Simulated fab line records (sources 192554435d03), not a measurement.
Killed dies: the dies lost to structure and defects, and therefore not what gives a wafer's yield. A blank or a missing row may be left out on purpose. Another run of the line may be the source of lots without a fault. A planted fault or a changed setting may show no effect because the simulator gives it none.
Chamber matching + flow n5Finfet + N5_FIN_SAQP_STRIP_77 on rieDiel-04: 4 sister chambers
The step strips in N2/H2, time 90 s. 16 wafers are shown with their chamber, then 8 later ones without.

EACH WAFER AND ITS CHAMBER
| wafer  | chamber | showerheadPlenumPTorr (Torr) | drypumpMotorCurrentA (A) | throttleValvePct (%) |
|--------|---------|------------------------------|--------------------------|----------------------|
| L077.3 | 2       | 3.23                         | 6.1                      | 12.52                |
| L077.4 | 0       | 3.48                         | 5.5                      | 12.34                |
| L077.6 | 3       | 3.20                         | 5.4                      | 12.24                |
| L084.4 | 2       | 3.22                         | 6.1                      | 12.56                |
| L084.5 | 1       | 3.25                         | 4.9                      | 12.36                |
| L084.6 | 2       | 3.22                         | 6.2                      | 12.54                |
| L087.2 | 3       | 3.19                         | 5.3                      | 12.30                |
| L087.4 | 1       | 3.24                         | 4.9                      | 12.37                |
| L087.5 | 1       | 3.24                         | 4.9                      | 12.37                |
| L088.1 | 1       | 3.24                         | 4.9                      | 12.38                |
| L088.2 | 0       | 3.47                         | 5.5                      | 12.40                |
| L088.4 | 3       | 3.19                         | 5.4                      | 12.30                |
| L093.1 | 2       | 3.21                         | 6.2                      | 12.61                |
| L093.2 | 1       | 3.24                         | 4.9                      | 12.39                |
| L093.3 | 3       | 3.18                         | 5.3                      | 12.33                |
| L095.2 | 3       | 3.18                         | 5.3                      | 12.33                |

SIGNATURES, as means of the wafers listed above
| reading               | chamber 0 | chamber 1 | chamber 2 | chamber 3 | scatter within a chamber |
|-----------------------|-----------|-----------|-----------|-----------|--------------------------|
| showerheadPlenumPTorr | 3.4750    | 3.2420    | 3.2200    | 3.1880    | 0.00713                  |
| drypumpMotorCurrentA  | 5.500     | 4.900     | 6.150     | 5.340     | 0.0428                   |
| throttleValvePct      | 12.3700   | 12.3740   | 12.5575   | 12.3000   | 0.0319                   |
Rule: for a wafer and a chamber, the distance is found by dividing, reading by reading, the gap between the wafer's reading and the chamber's mean by the reading's scatter, squaring, summing and taking the root. If the next closest chamber is less than 2 further off than the closest, the wafer can't be placed; otherwise it belongs to the closest. The scatter is the square root of a quotient: the sum, over the shown wafers, of each reading's squared deviation from its chamber's mean, divided by wafers minus chambers.

WAFERS MISSING THEIR CHAMBER
| wafer  | showerheadPlenumPTorr (Torr) | drypumpMotorCurrentA (A) | throttleValvePct (%) |
|--------|------------------------------|--------------------------|----------------------|
| L095.3 | 3.21                         | 6.1                      | 12.62                |
| L095.4 | 3.46                         | 5.5                      | 11.79                |
| L096.2 | 3.18                         | 5.3                      | 12.34                |
| L096.3 | 3.21                         | 6.1                      | 12.63                |
| L096.6 | 3.24                         | 4.9                      | 12.40                |
| L097.2 | 3.21                         | 6.2                      | 12.62                |
| L097.4 | 3.23                         | 4.9                      | 12.41                |
| L097.6 | 3.23                         | 4.9                      | 12.43                |

EACH ONE'S CHAMBER
| wafer  | from the rows above | in truth |
|--------|---------------------|----------|
| L095.3 | 2                   | 2        |
| L095.4 | 0                   | 0        |
| L096.2 | 3                   | 3        |
| L096.3 | 2                   | 2        |
| L096.6 | 1                   | 1        |
| L097.2 | 2                   | 2        |
| L097.4 | 1                   | 1        |
| L097.6 | 1                   | 1        |
Placed correctly: 8 of 8. From these rows, 0 cannot be placed. 0 placed wrongly.
